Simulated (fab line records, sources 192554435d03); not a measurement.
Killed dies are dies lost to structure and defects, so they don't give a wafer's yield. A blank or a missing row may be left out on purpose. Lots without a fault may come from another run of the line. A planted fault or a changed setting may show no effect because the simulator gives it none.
Chamber matching | flow n5_finfet | N5_BEOL_M0_ETCH_128 on rie_diel-05: 4 sister chambers
The step etches SiCN in CF4/N2, target depth 12 nm, overetch 5.1 nm, time 21.4 s. 8 wafers are shown with their chamber, then 7 later ones without.

WAFERS WITH THEIR CHAMBER
wafer  | chamber | showerhead_plenum_p_Torr (Torr) | rf_vpp_V (V)
L076.2 | 2       | 2.10                            | 378.9
L080.2 | 2       | 2.09                            | 377.7
L080.3 | 0       | 2.04                            | 377.7
L089.2 | 3       | 2.19                            | 381.7
L089.4 | 3       | 2.19                            | 381.3
L089.6 | 1       | 2.36                            | 385.7
L093.1 | 0       | 2.03                            | 378.0
L093.3 | 1       | 2.36                            | 385.1

WAFERS WITHOUT THEIR CHAMBER
wafer  | showerhead_plenum_p_Torr (Torr) | rf_vpp_V (V)
L093.4 | 2.18                            | 382.2
L094.1 | 2.36                            | 385.3
L094.3 | 2.35                            | 386.4
L094.6 | 2.18                            | 380.4
L097.1 | 2.02                            | 378.2
L097.4 | 2.36                            | 387.0
L097.6 | 2.35                            | 386.4

WHICH CHAMBER EACH WENT THROUGH
wafer  | from the rows above | in truth
L093.4 | 3                   | 3
L094.1 | 1                   | 1
L094.3 | 1                   | 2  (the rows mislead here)
L094.6 | 3                   | 3
L097.1 | 0                   | 0
L097.4 | 1                   | 1
L097.6 | 1                   | 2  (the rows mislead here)
Placed correctly: 5 of 7. Can't be placed from these rows: 0. Placed wrongly: 2.
How it was worked out, from the rows above alone: a wafer's distance from a chamber is the root of the sum, over the readings, of the square of ((its reading less the chamber's mean) divided by the reading's scatter). The wafer belongs to the nearest chamber; if the next one is less than 2 further off, it can't be placed. A chamber's mean is the mean of its shown wafers. The scatter: the root of (the sum of the squares of (reading less its chamber's mean) over the shown wafers, divided by (wafers less chambers)).
